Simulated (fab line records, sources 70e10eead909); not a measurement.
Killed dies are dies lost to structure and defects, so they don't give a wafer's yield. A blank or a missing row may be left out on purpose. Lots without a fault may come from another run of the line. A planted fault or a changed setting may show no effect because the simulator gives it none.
Chamber matching | flow nand_harc | NHARC_A_CHANNEL_FILL_D1_STRIP_28 on rie_diel-01: 4 sister chambers
The step strips in O2, time 20 s. 8 wafers are shown with their chamber, then 8 later ones without.

WAFERS WITH THEIR CHAMBER
wafer  | chamber | drypump_motor_current_A (A) | oes_product_au (a.u.)
L080.4 | 2       | 5.3                         | 0.984
L085.4 | 2       | 5.2                         | 0.999
L085.5 | 3       | 5.3                         | 1.009
L085.6 | 0       | 5.1                         | 1.014
L087.3 | 0       | 5.1                         | 1.016
L087.4 | 1       | 6.4                         | 0.994
L087.5 | 1       | 6.3                         | 0.999
L090.3 | 3       | 5.3                         | 1.012

WAFERS WITHOUT THEIR CHAMBER
wafer  | drypump_motor_current_A (A) | oes_product_au (a.u.)
L090.4 | 5.3                         | 0.982
L090.5 | 5.3                         | 1.008
L094.3 | 5.2                         | 1.006
L094.4 | 5.2                         | 0.991
L094.5 | 5.2                         | 0.998
L097.2 | 5.3                         | 0.995
L097.3 | 5.1                         | 1.006
L097.6 | 5.2                         | 1.007

WHICH CHAMBER EACH WENT THROUGH
wafer  | from the rows above          | in truth
L090.4 | 2                            | 2
L090.5 | 3                            | 3
L094.3 | can't be placed: 3 or 0 or 2 | 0
L094.4 | 2                            | 2
L094.5 | can't be placed: 2 or 3      | 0
L097.2 | can't be placed: 2 or 3      | 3
L097.3 | 0                            | 0
L097.6 | can't be placed: 3 or 0 or 2 | 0
Placed correctly: 4 of 8. Can't be placed from these rows: 4 (the true chamber is among the candidates in 3). Placed wrongly: 0.
How it was worked out, from the rows above alone: a wafer's distance from a chamber is the root of the sum, over the readings, of the square of ((its reading less the chamber's mean) divided by the reading's scatter). The wafer belongs to the nearest chamber; if the next one is less than 2 further off, it can't be placed. A chamber's mean is the mean of its shown wafers. The scatter: the root of (the sum of the squares of (reading less its chamber's mean) over the shown wafers, divided by (wafers less chambers)).
